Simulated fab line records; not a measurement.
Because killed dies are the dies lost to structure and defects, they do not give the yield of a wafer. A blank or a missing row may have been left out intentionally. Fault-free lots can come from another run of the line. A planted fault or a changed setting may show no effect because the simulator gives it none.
2 desks, one fault | flow n5 finfet | each desk holds nothing but its own numbers, with what lay behind them at the end

== FROM THE METROLOGY DESK ==
What the gauges read, lot by lot, whatever tool the lot ran on: means of the sampled wafers that have a number. The brackets show how far a lot's mean lies from the usual mean; more than 4 standard deviations puts the lot out of limits, marked OUT. Only the readings that lie furthest out on some lot appear, 7 of the 12 it has.
Columns: A = thk nm at N5_BEOL_M0_SAQP_THK_MEAS_05, usual 60.3 nm; B = DIBL_P at N5_BEOL_M4_RC_MEAS_101, usual 35.8 mV/V; C = IOFF_P at N5_BEOL_M4_RC_MEAS_101, usual 0.21 nA/um; D = ION_P at N5_BEOL_M4_RC_MEAS_101, usual 465 uA/um; E = SS_P at N5_BEOL_M4_RC_MEAS_101, usual 73.2 mV/dec; F = VT_N at N5_BEOL_M4_RC_MEAS_101, usual 249 mV; G = VT_P at N5_BEOL_M4_RC_MEAS_101, usual -250 mV
lot  | first seen here | A    | B    | C    | D   | E    | F   | G
L811 | day 5 08:18     | 60.9 | 36.3 | 0.22 | 465 | 73.8 | 246 | -249
L814 | day 6 03:10     | 59.6 | 32.6 | 0.17 | 465 | 72.7 | 252 | -253
L815 | day 6 12:40     | 60.2 | 35.0 | 0.23 | 467 | 73.2 | 246 | -247
L816 | day 6 16:59     | 60.2 | 36.9 | 0.25 | 466 | 74.3 | 247 | -248
L820 | day 7 17:42     | 60.8 | 32.4 | 0.14 | 451 | 72.6 | 256 | -258
L822 | day 8 09:15     | 62.2 | 36.8 | 0.22 | 473 | 72.9 | 245 | -249
L826 | day 9 01:58     | 61.7 | 36.2 | 0.18 | 459 | 72.6 | 251 | -253
L828 | day 9 13:43     | 59.4 | 35.8 | 0.21 | 463 | 73.5 | 252 | -248
L830 | day 10 01:57    | 60.0 | 35.0 | 0.21 | 473 | 72.7 | 251 | -250
L832 | day 10 19:49    | 60.2 | 36.7 | 0.20 | 466 | 73.2 | 250 | -253
Finding of this desk: none of the 10 lots has anything out of limits.

== AT THE TOOL OWNER'S DESK: pecvd-03 ==
The tool's own readings at N5_BEOL_M0_SAQP_PECVD_04 (deposits a-Si from SiH4/He, target thk 60 nm, time 60.2 s): means of the sampled wafers that have a number, for each lot that ran on this tool. The brackets show how far a lot's mean lies from the usual mean; more than 4 standard deviations puts the lot out of limits, marked OUT.
Columns: A = heater power w at N5_BEOL_M0_SAQP_PECVD_04, usual 601 W; B = showerhead plenum p Torr at N5_BEOL_M0_SAQP_PECVD_04, usual 5.67 Torr; C = susceptor temp C at N5_BEOL_M0_SAQP_PECVD_04, usual 349.98 C; D = throttle valve pct at N5_BEOL_M0_SAQP_PECVD_04, usual 18.6 %
lot  | first seen here | A   | B    | C      | D
L815 | day 6 12:34     | 563 | 5.67 | 350.09 | 19.1
L816 | day 6 16:53     | 585 | 5.71 | 350.12 | 18.3
L820 | day 7 17:36     | 541 | 5.67 | 350.09 | 19.1
L822 | day 8 09:11     | 623 | 5.70 | 349.78 | 18.8
L826 | day 9 01:50     | 594 | 5.67 | 349.81 | 19.0
Finding of this desk: none of the 5 lots has anything out of limits.

== ALL TOGETHER ==
From the metrology desk's view, nothing was out of limits.
Nothing out of limits was seen by the tool owner's desk.

== WHAT THE SIMULATOR HAD INSERTED ==
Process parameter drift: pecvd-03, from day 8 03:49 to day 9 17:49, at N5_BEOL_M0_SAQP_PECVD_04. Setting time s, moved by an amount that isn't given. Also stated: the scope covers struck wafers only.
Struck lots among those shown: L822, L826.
